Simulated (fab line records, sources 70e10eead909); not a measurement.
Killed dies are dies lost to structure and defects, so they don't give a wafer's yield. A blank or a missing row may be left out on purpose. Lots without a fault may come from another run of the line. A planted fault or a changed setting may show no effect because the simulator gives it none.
Which tool did it? | flow nand_harc | 24 lots, 72 wafers sampled, at 5 steps of a route of 1302

WHAT THE GAUGES READ, wafer by wafer
NHARC_A_SGD_CUT_OVL_MEAS_10. Usual: overlay_x_nm -0.3 nm, standard deviation 0.86; overlay_y_nm 0.1 nm, standard deviation 0.76.
lot  | measured     | on         | overlay_x_nm (nm) | overlay_y_nm (nm) | flag
L074 | day 18 17:12 | overlay-02 | -0.9 -0.9 -2.2    | -0.1 0.1 0.6      |
L075 | day 19 14:04 | overlay-01 | -1.5 -1.6 -1.2    | -0.6 -0.8 -1.2    |
L076 | day 19 14:08 | overlay-01 | 0.1 -0.5 -0.3     | 0.5 0.5 0.7       |
L077 | day 20 17:16 | overlay-02 | -2.1 -1.5 -1.8    | 0.3 0.1 0.6       |
L079 | day 20 17:32 | overlay-02 | -0.8 -0.5 -1.0    | -1.3 -1.3 -1.1    |
L078 | day 20 17:41 | overlay-02 | 0.9 -0.1 1.1      | 0.3 0.6 0.1       |
L080 | day 21 13:16 | overlay-01 | -0.2 -0.2 -0.4    | 0.5 0.0 0.5       |
L081 | day 22 10:55 | overlay-01 | 0.9 0.9 0.7       | 0.3 0.8 -0.3      |
L082 | day 22 11:11 | overlay-02 | -1.2 -1.2 -1.3    | -0.6 -1.3 -0.7    |
L084 | day 23 08:55 | overlay-01 | -0.1 0.3 -0.3     | -0.2 -0.3 -0.3    |
L083 | day 23 09:14 | overlay-01 | -0.2 -1.3 -0.7    | -0.1 0.7 0.2      |
L085 | day 23 19:01 | overlay-02 | -0.3 0.4 0.4      | -0.7 -0.5 -0.8    |
L086 | day 24 02:25 | overlay-02 | -0.3 -0.5 -1.0    | -1.1 -0.8 -1.4    |
L088 | day 24 17:13 | overlay-01 | -1.1 -1.8 -0.9    | 0.1 -0.2 0.0      |
L087 | day 24 17:28 | overlay-01 | -1.1 -0.8 -1.2    | -0.2 -1.0 -0.2    |
L089 | day 25 08:53 | overlay-01 | 1.1 0.9 0.6       | -0.2 -0.1 -0.2    |
L091 | day 25 12:16 | overlay-01 | -0.3 -0.3 0.4     | 0.9 0.6 0.9       |
L090 | day 25 21:29 | overlay-01 | -0.4 -0.3 -1.0    | 0.3 0.7 0.2       |
L093 | day 26 18:25 | overlay-02 | 1.2 1.3 1.3       | 0.8 0.9 0.8       |
L092 | day 26 18:29 | overlay-01 | 0.2 0.1 0.1       | 1.3 1.0 1.1       |
L094 | day 27 04:37 | overlay-02 | 0.2 0.9 0.9       | 0.6 1.2 0.8       |
L095 | day 27 14:57 | overlay-01 | 0.4 0.8 0.4       | 1.9 0.9 2.0       |
L096 | day 27 15:31 | overlay-02 | -0.3 -0.2 -0.1    | 0.5 0.3 0.4       |
L097 | day 28 16:16 | overlay-01 | -0.1 0.1 0.7      | -0.1 0.0 -0.3     |

NHARC_A_SLIT_OVL_MEAS_10. Usual: overlay_x_nm 0.0 nm, standard deviation 1.1; overlay_y_nm -0.2 nm, standard deviation 0.89.
lot  | measured     | on         | overlay_x_nm (nm) | overlay_y_nm (nm) | flag
L074 | day 19 07:52 | overlay-02 | -0.9 -1.2 -1.5    | -0.4 -0.3 -0.3    |
L075 | day 20 04:10 | overlay-02 | 1.1 1.1 0.8       | 0.2 0.0 0.0       |
L076 | day 20 03:09 | overlay-02 | 0.9 2.1 1.8       | 0.3 0.1 0.1       |
L077 | day 21 11:55 | overlay-02 | 0.5 1.4 0.9       | -2.0 -1.8 -2.0    |
L079 | day 21 15:30 | overlay-02 | -0.8 -1.0 -0.5    | 0.6 0.8 -0.3      |
L078 | day 21 12:59 | overlay-02 | 0.2 0.4 0.3       | 0.6 0.7 1.1       |
L080 | day 22 02:46 | overlay-01 | 0.3 -0.3 -0.4     | -1.0 0.1 -0.6     |
L081 | day 22 23:16 | overlay-01 | 0.1 0.1 0.0       | -0.1 0.0 -0.5     |
L082 | day 22 22:54 | overlay-01 | -0.1 -0.8 0.3     | 0.6 0.7 0.3       |
L084 | day 23 20:48 | overlay-01 | -0.7 -1.0 -0.2    | -1.9 -2.2 -2.2    |
L083 | day 23 21:21 | overlay-01 | -0.2 0.5 -0.2     | -0.3 -0.2 -0.8    |
L085 | day 24 11:07 | overlay-01 | 1.4 1.4 1.8       | 0.4 0.4 0.4       |
L086 | day 24 17:38 | overlay-02 | -2.8 -1.8 -2.4    | -1.0 -0.2 -0.6    |
L088 | day 25 04:48 | overlay-02 | 1.5 0.4 1.1       | 0.8 1.0 0.5       |
L087 | day 25 05:29 | overlay-01 | 0.0 0.0 0.4       | 0.0 -0.3 -0.1     |
L089 | day 25 20:26 | overlay-01 | -0.2 -0.3 -0.6    | -0.1 0.2 -0.1     |
L091 | day 26 01:05 | overlay-02 | -1.0 -1.1 -1.9    | -2.0 -2.3 -2.5    |
L090 | day 26 09:27 | overlay-02 | 0.8 0.5 0.5       | -0.3 0.1 -0.7     |
L093 | day 27 07:41 | overlay-01 | 0.6 0.8 0.8       | 0.8 0.0 0.1       |
L092 | day 27 07:55 | overlay-02 | 0.1 0.6 0.3       | 0.3 -0.4 -0.3     |
L094 | day 27 16:35 | overlay-02 | -1.5 -1.1 -1.0    | -0.4 -0.4 0.1     |
L095 | day 28 06:44 | overlay-02 | 1.5 1.3 2.0       | -0.4 -0.6 -0.8    |
L096 | day 28 06:53 | overlay-01 | -1.5 -1.9 -1.9    | 0.4 0.7 0.5       |
L097 | day 29 03:43 | overlay-01 | -0.9 -0.4 -0.6    | 1.1 0.7 0.8       |

WHICH TOOL RAN EACH LOT (tool, then ch and the chambers of the sampled wafers, then the start)
lot  | NHARC_A_SGD_CUT_ETCH_16                       | NHARC_A_SGD_CUT_CMP_21        | NHARC_A_SGD_CUT_ETCHBACK_24
L074 | rie_diel-06 ch 2,3, day 19 00:08 or earlier   | cmp-01 ch 1,2,3, day 19 00:08 | rie_diel-10 ch 1,2,3, day 19 00:35
L075 | rie_diel-10 ch 2,3, day 19 21:40 or earlier   | cmp-02 ch 0,2, day 19 21:40   | rie_diel-06 ch 0,3, day 19 22:08
L076 | rie_diel-07 ch 0,3, day 19 21:34 or earlier   | cmp-01 ch 1,2,3, day 19 21:34 | rie_diel-07 ch 0,3, day 19 22:03
L077 | rie_diel-06 ch 0,1,3, day 21 04:39 or earlier | cmp-01 ch 0,3, day 21 04:39   | rie_diel-07 ch 0,2,3, day 21 05:10
L079 | rie_diel-10 ch 0,2,3, day 21 04:39 or earlier | cmp-03 ch 0,2, day 21 04:39   | rie_diel-10 ch 0,1, day 21 05:13
L078 | rie_diel-06 ch 0,1, day 21 04:39 or earlier   | cmp-02 ch 0,2, day 21 04:39   | rie_diel-10 ch 0,1,2, day 21 05:09
L080 | rie_diel-06 ch 0,1,2, day 21 21:08 or earlier | cmp-02 ch 0,1,2, day 21 21:08 | rie_diel-07 ch 0,1,3, day 21 21:36
L081 | rie_diel-06 ch 1,2,3, day 22 16:55 or earlier | cmp-02 ch 0,2,3, day 22 16:55 | rie_diel-06 ch 0,2,3, day 22 17:25
L082 | rie_diel-10 ch 0,1, day 22 16:59 or earlier   | cmp-03 ch 0,1,2, day 22 16:59 | rie_diel-07 ch 0,1,2, day 22 17:26
L084 | rie_diel-06 ch 0,1,3, day 23 14:57 or earlier | cmp-03 ch 1,2, day 23 14:57   | rie_diel-07 ch 1,2, day 23 15:25
L083 | rie_diel-07 ch 1,2, day 23 15:10 or earlier   | cmp-02 ch 0,1,3, day 23 15:10 | rie_diel-06 ch 0,2,3, day 23 15:35
L085 | rie_diel-07 ch 1,2,3, day 24 04:02 or earlier | cmp-01 ch 0,2,3, day 24 04:02 | rie_diel-10 ch 0,2,3, day 24 04:29
L086 | rie_diel-06 ch 0,2, day 24 08:40 or earlier   | cmp-01 ch 0,2, day 24 08:40   | rie_diel-10 ch 0,1,2, day 24 09:07
L088 | rie_diel-07 ch 1,2,3, day 24 23:14 or earlier | cmp-03 ch 0,1,3, day 24 23:14 | rie_diel-07 ch 0,1,3, day 24 23:44
L087 | rie_diel-06 ch 0,1,3, day 24 23:14 or earlier | cmp-01 ch 1,2,3, day 24 23:14 | rie_diel-06 ch 0,1,3, day 24 23:43
L089 | rie_diel-07 ch 1,2, day 25 14:44 or earlier   | cmp-02 ch 2,3, day 25 14:44   | rie_diel-07 ch 0,1,2, day 25 15:13
L091 | rie_diel-10 ch 2,3, day 25 19:25 or earlier   | cmp-01 ch 1,3, day 25 19:25   | rie_diel-07 ch 1,3, day 25 19:55
L090 | rie_diel-06 ch 0,2,3, day 26 03:29 or earlier | cmp-02 ch 2,3, day 26 03:29   | rie_diel-07 ch 1,2, day 26 03:58
L093 | rie_diel-10 ch 0,2, day 27 00:17 or earlier   | cmp-02 ch 1,3, day 27 00:17   | rie_diel-07 ch 0,1,2, day 27 00:44
L092 | rie_diel-07 ch 1,2, day 27 00:17 or earlier   | cmp-01 ch 0,1, day 27 00:17   | rie_diel-06 ch 0,2, day 27 00:45
L094 | rie_diel-10 ch 1,2,3, day 27 10:37 or earlier | cmp-03 ch 0,2, day 27 10:37   | rie_diel-07 ch 0,1,2, day 27 11:07
L095 | rie_diel-10 ch 0,3, day 28 00:23 or earlier   | cmp-03 ch 0,2,3, day 28 00:23 | rie_diel-06 ch 0,1,2, day 28 00:52
L096 | rie_diel-06 ch 0,2,3, day 28 00:22 or earlier | cmp-02 ch 0,1, day 28 00:22   | rie_diel-10 ch 0,2, day 28 00:53
L097 | rie_diel-07 ch 0,3, day 28 22:11 or earlier   | cmp-03 ch 0,2,3, day 28 22:11 | rie_diel-06 ch 0,2, day 28 22:37
- NHARC_A_SGD_CUT_ETCH_16: etches the open film in C4F8/O2/Ar, target depth 310.5 nm, time 155.2 s.
- NHARC_A_SGD_CUT_CMP_21: polishes, target thk 148.19 nm.
- NHARC_A_SGD_CUT_ETCHBACK_24: etches the open film in CH3F/O2, target depth 50 nm, time 92.857 s.

WHAT THE TOOLS THEMSELVES READ (means of the sampled wafers that have a number; where no wafer has one, the mark that the record gives instead)
NHARC_A_SGD_CUT_ETCH_16. Usual: oes_product_au 0.971 a.u., standard deviation 0.014; rf_vpp_V 722 V, standard deviation 3.4.
lot  | tool        | oes_product_au (a.u.) | rf_vpp_V (V) | flag
L074 | rie_diel-06 | 0.991                 | 720          |
L075 | rie_diel-10 | 0.980                 | 719          |
L076 | rie_diel-07 | 0.971                 | 723          |
L077 | rie_diel-06 | 0.979                 | 723          |
L079 | rie_diel-10 | 0.968                 | 721          |
L078 | rie_diel-06 | 0.965                 | 723          |
L080 | rie_diel-06 | 0.974                 | 721          |
L081 | rie_diel-06 | 0.971                 | 723          |
L082 | rie_diel-10 | 0.956                 | 723          |
L084 | rie_diel-06 | 0.972                 | 726          |
L083 | rie_diel-07 | 0.979                 | 721          |
L085 | rie_diel-07 | 0.978                 | 723          |
L086 | rie_diel-06 | 0.962                 | 722          |
L088 | rie_diel-07 | 0.968                 | 723          |
L087 | rie_diel-06 | 0.960                 | 724          |
L089 | rie_diel-07 | 0.967                 | 725          |
L091 | rie_diel-10 | 0.985                 | 719          |
L090 | rie_diel-06 | 0.976                 | 724          |
L093 | rie_diel-10 | 0.981                 | 720          |
L092 | rie_diel-07 | 0.974                 | 722          |
L094 | rie_diel-10 | 0.971                 | 719          |
L095 | rie_diel-10 | 0.970                 | 723          |
L096 | rie_diel-06 | 0.941                 | 723          |
L097 | rie_diel-07 | 0.975                 | 724          |

NHARC_A_SGD_CUT_CMP_21. Usual: motor_current_A 12.4 A, standard deviation 1.1; slurry_filter_dp_kPa 13.50 kPa, standard deviation 0.13; time_to_endpoint_s 49 s, standard deviation 3.8.
lot  | tool   | motor_current_A (A) | slurry_filter_dp_kPa (kPa) | time_to_endpoint_s (s) | flag
L074 | cmp-01 | 12.9                | 13.52                      | 52                     |
L075 | cmp-02 | 12.1                | 13.52                      | 49                     |
L076 | cmp-01 | 13.0                | 13.63                      | 51                     |
L077 | cmp-01 | 12.4                | 13.51                      | 48                     |
L079 | cmp-03 | 11.7                | 13.56                      | 50                     |
L078 | cmp-02 | 11.8                | 13.40                      | 48                     |
L080 | cmp-02 | 12.2                | 13.32                      | 49                     |
L081 | cmp-02 | 12.0                | 13.41                      | 47                     |
L082 | cmp-03 | 12.6                | 13.44                      | 47                     |
L084 | cmp-03 | 11.8                | 13.51                      | 53                     |
L083 | cmp-02 | 12.1                | 13.49                      | 44                     |
L085 | cmp-01 | 13.5                | 13.41                      | 48                     |
L086 | cmp-01 | 13.3                | 13.56                      | 47                     |
L088 | cmp-03 | 12.7                | 13.29                      | 52                     |
L087 | cmp-01 | 12.8                | 13.56                      | 55                     |
L089 | cmp-02 | 12.0                | 13.58                      | 48                     |
L091 | cmp-01 | 12.3                | 13.55                      | 51                     |
L090 | cmp-02 | 12.4                | 13.39                      | 49                     |
L093 | cmp-02 | 12.9                | 13.42                      | 49                     |
L092 | cmp-01 | 12.4                | 13.49                      | 49                     |
L094 | cmp-03 | 12.3                | 13.52                      | 49                     |
L095 | cmp-03 | 11.5                | 13.48                      | 52                     |
L096 | cmp-02 | 13.2                | 13.58                      | 52                     |
L097 | cmp-03 | 11.2                | 13.52                      | 51                     |

NHARC_A_SGD_CUT_ETCHBACK_24. Usual: drypump_motor_current_A 6.0 A, standard deviation 0.42; mfc_ar_sccm 200.0 sccm, standard deviation 0.66; oes_product_au 0.97 a.u., standard deviation 0.033; rf_vpp_V 244.1 V, standard deviation 1.5; showerhead_plenum_p_Torr 2.44 Torr, standard deviation 0.082; throttle_valve_pct 20.663 %, standard deviation 0.0096.
lot  | tool        | drypump_motor_current_A (A) | mfc_ar_sccm (sccm) | oes_product_au (a.u.) | rf_vpp_V (V) | showerhead_plenum_p_Torr (Torr) | throttle_valve_pct (%) | flag
L074 | rie_diel-10 | 5.6                         | 200.2              | 1.00                  | 243.4        | 2.37                            | 20.662                 |
L075 | rie_diel-06 | 6.1                         | 199.5              | 0.98                  | 245.0        | 2.50                            | 20.656                 |
L076 | rie_diel-07 | 5.6                         | 199.6              | 0.92                  | 243.8        | 2.47                            | 20.668                 |
L077 | rie_diel-07 | 5.9                         | 200.2              | 0.99                  | 244.4        | 2.50                            | 20.665                 |
L079 | rie_diel-10 | 5.9                         | 199.9              | 0.92                  | 243.8        | 2.45                            | 20.659                 |
L078 | rie_diel-10 | 5.6                         | 199.7              | 0.99                  | 243.1        | 2.40                            | 20.660                 |
L080 | rie_diel-07 | 5.8                         | 199.7              | 1.00                  | 243.4        | 2.42                            | 20.660                 |
L081 | rie_diel-06 | 6.2                         | 199.5              | 0.93                  | 244.5        | 2.44                            | 20.666                 |
L082 | rie_diel-07 | 6.2                         | 200.5              | 1.00                  | 244.5        | 2.46                            | 20.666                 |
L084 | rie_diel-07 | 6.3                         | 200.6              | 1.00                  | 243.2        | 2.41                            | 20.655                 |
L083 | rie_diel-06 | 6.2                         | 199.8              | 0.93                  | 243.5        | 2.44                            | 20.663                 |
L085 | rie_diel-10 | 5.8                         | 200.0              | 0.99                  | 243.5        | 2.40                            | 20.674                 |
L086 | rie_diel-10 | 5.5                         | 200.1              | 1.01                  | 243.4        | 2.40                            | 20.664                 |
L088 | rie_diel-07 | 5.8                         | 199.6              | 0.93                  | 244.7        | 2.42                            | 20.667                 |
L087 | rie_diel-06 | 6.2                         | 199.9              | 0.93                  | 245.5        | 2.48                            | 20.660                 |
L089 | rie_diel-07 | 6.2                         | 199.6              | 0.92                  | 244.2        | 2.46                            | 20.668                 |
L091 | rie_diel-07 | 5.9                         | 200.3              | 1.00                  | 243.8        | 2.38                            | 20.671                 |
L090 | rie_diel-07 | 6.3                         | 200.7              | 0.97                  | 243.2        | 2.41                            | 20.667                 |
L093 | rie_diel-07 | 6.2                         | 200.2              | 0.98                  | 243.7        | 2.46                            | 20.669                 |
L092 | rie_diel-06 | 6.2                         | 200.4              | 0.99                  | 243.0        | 2.37                            | 20.657                 |
L094 | rie_diel-07 | 6.2                         | 199.6              | 0.99                  | 245.1        | 2.46                            | 20.661                 |
L095 | rie_diel-06 | 6.1                         | 200.6              | 0.99                  | 244.1        | 2.41                            | 20.664                 |
L096 | rie_diel-10 | 5.4                         | 200.0              | 1.00                  | 243.3        | 2.39                            | 20.667                 |
L097 | rie_diel-06 | 6.1                         | 200.1              | 1.00                  | 244.2        | 2.43                            | 20.659                 |

THE ANSWER, worked out from the rows above alone
Rule: a lot is off if the mean of its wafers that have a number lies more than 3 standard deviations from the usual mean. A lot without any number at a reading at which 4 lots or more have one is off too. The other lots that the step has rows for count as sound. The gauges are gone through in route order, then the tools' own readings, and for those a lot's mean is taken as printed above. The first step at which some lot is off is used, and at that step the reading that is off furthest; a lot without a number counts as furthest.
No lot is off at any reading shown: from this, nothing can be told.

WHAT THE SIMULATOR HAD PUT IN
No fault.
